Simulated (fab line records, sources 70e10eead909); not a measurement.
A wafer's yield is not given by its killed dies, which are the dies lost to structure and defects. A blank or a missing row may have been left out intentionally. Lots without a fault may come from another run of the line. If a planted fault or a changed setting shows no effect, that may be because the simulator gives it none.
Chamber matching | flow nand harc | NHARC_A_CONTACT_ALD_18 on ald metal-04: 4 sister chambers
The step deposits TiN, target thk 3 nm, pulse time 1 s, ald cycles 150. 27 wafers are shown with their chamber, then 12 later ones without.

EACH WAFER AND ITS CHAMBER
wafer  | chamber | heater power w (W) | precursor pulse height rel
L075.4 | 2       | 1212               | 1.017
L075.5 | 1       | 1035               | 1.054
L075.6 | 0       | 902                | 1.019
L080.1 | 0       | 898                | 0.960
L080.2 | 1       | 1017               | 1.021
L080.3 | 3       | 1050               | 1.013
L080.4 | 2       | 1261               | 0.984
L080.5 | 3       | 1069               | 1.014
L080.6 | 0       | 870                | 1.016
L086.1 | 0       | 903                | 1.012
L086.2 | 3       | 1045               | 1.007
L086.6 | 2       | 1218               | 0.991
L085.1 | 3       | 1056               | 1.031
L085.2 | 2       | 1222               | 1.002
L085.4 | 1       | 1045               | 1.011
L085.3 | 0       | 919                | 1.027
L085.5 | 2       | 1220               | 1.036
L085.6 | 1       | 1000               | 0.988
L089.1 | 1       | 992                | 0.955
L089.2 | 3       | 976                | 1.004
L089.4 | 2       | 1183               | 0.996
L088.2 | 3       | 975                | 1.039
L088.5 | 3       | 973                | 1.000
L088.6 | 0       | 883                | 1.027
L093.4 | 2       | 1199               | 0.984
L093.5 | 0       | 894                | 0.982
L093.6 | 1       | 977                | 0.999

SIGNATURES (averages over the wafers above)
reading                    | chamber 0 | chamber 1 | chamber 2 | chamber 3 | scatter within a chamber
heater power w             | 895.57    | 1011.00   | 1216.43   | 1020.57   | 29.3
precursor pulse height rel | 1.00614   | 1.00467   | 1.00143   | 1.01543   | 0.0236
Rule: distance of a wafer from a chamber = root of the sum over the readings of ((wafer's reading minus chamber's mean) / reading's scatter) squared. If the next closest chamber is less than 2 further off than the closest, the wafer can't be placed; otherwise it belongs to the closest. How the scatter is found: for the shown wafers, subtract from each reading the mean of its chamber, square and add these, divide the total by (wafers less chambers), then take the root.

WAFERS WITH NO CHAMBER GIVEN
wafer  | heater power w (W) | precursor pulse height rel
L094.3 | 874                | 0.991
L094.5 | 1199               | 0.994
L094.6 | 981                | 0.943
L096.1 | 898                | 1.014
L096.2 | 1191               | 0.997
L096.6 | 1201               | 1.003
L095.1 | 888                | 1.019
L095.2 | 998                | 1.015
L095.6 | 1004               | 0.996
L095.3 | 965                | 0.987
L095.4 | 1206               | 1.007
L095.5 | 1197               | 1.002

THE CHAMBER EACH PASSED THROUGH
wafer  | from the rows above          | in truth
L094.3 | 0                            | 0
L094.5 | 2                            | 2
L094.6 | can't be placed: 1 or 3 or 0 | 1
L096.1 | 0                            | 0
L096.2 | 2                            | 2
L096.6 | 2                            | 2
L095.1 | 0                            | 0
L095.2 | can't be placed: 1 or 3      | 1
L095.6 | can't be placed: 1 or 3      | 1
L095.3 | can't be placed: 1 or 3 or 0 | 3
L095.4 | 2                            | 2
L095.5 | 2                            | 2
Placed correctly: 8 of 12. Can't be placed from these rows: 4 (the true chamber is among the candidates in 4). 0 placed wrongly.
